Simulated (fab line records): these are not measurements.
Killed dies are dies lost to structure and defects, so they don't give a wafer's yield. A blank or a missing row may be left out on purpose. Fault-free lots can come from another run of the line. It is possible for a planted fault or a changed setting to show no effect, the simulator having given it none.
Matching of chambers    flow n5 finfet    N5_BEOL_M15_ETCH_59 on rie diel-06: 4 sister chambers
The step etches BARC in N2/H2, target depth 89 nm, overetch 26.7 nm, time 67.9 s. 8 wafers are shown with their chamber, then 12 later ones without.

## WAFERS WITH THEIR CHAMBER
wafer   chamber  drypump motor current A (A)  throttle valve pct (%)
L084.5  2        5.5                          17.67
L083.4  2        5.4                          17.68
L081.1  1        6.3                          18.59
L081.3  3        5.9                          18.02
L081.4  0        5.8                          18.05
L088.1  0        5.8                          18.04
L088.2  3        5.9                          18.03
L088.5  1        6.3                          18.60

## WAFERS WITHOUT THEIR CHAMBER
wafer   drypump motor current A (A)  throttle valve pct (%)
L094.2  6.4                          18.58
L094.3  5.5                          17.72
L094.5  6.0                          18.04
L097.3  5.9                          18.05
L097.5  5.8                          18.06
L097.6  6.3                          18.58
L096.2  5.9                          18.05
L096.4  6.4                          18.60
L096.5  6.4                          18.60
L091.3  5.8                          18.07
L091.4  5.5                          17.72
L091.5  5.4                          17.72

## CHAMBER TAKEN BY EACH
wafer   from the rows above      in truth
L094.2  1                        1
L094.3  2                        2
L094.5  3                        3
L097.3  can't be placed: 0 or 3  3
L097.5  0                        0
L097.6  1                        1
L096.2  can't be placed: 0 or 3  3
L096.4  1                        1
L096.5  1                        1
L091.3  0                        0
L091.4  2                        2
L091.5  2                        2
Correct placement for 10 of the 12. Cannot be placed on the basis of these rows: 2; the candidates contain the true chamber in 2. Number placed wrongly: 0.
How it was worked out, from the rows above alone: a wafer's distance from a chamber is the root of the sum, over the readings, of the square of ((its reading less the chamber's mean) divided by the reading's scatter). If the next closest chamber is less than 2 further off than the closest, the wafer can't be placed; otherwise it belongs to the closest. The mean given for a chamber averages the wafers shown for that chamber. The scatter is the square root of a quotient: the sum, over the shown wafers, of each reading's squared deviation from its chamber's mean, divided by wafers minus chambers.
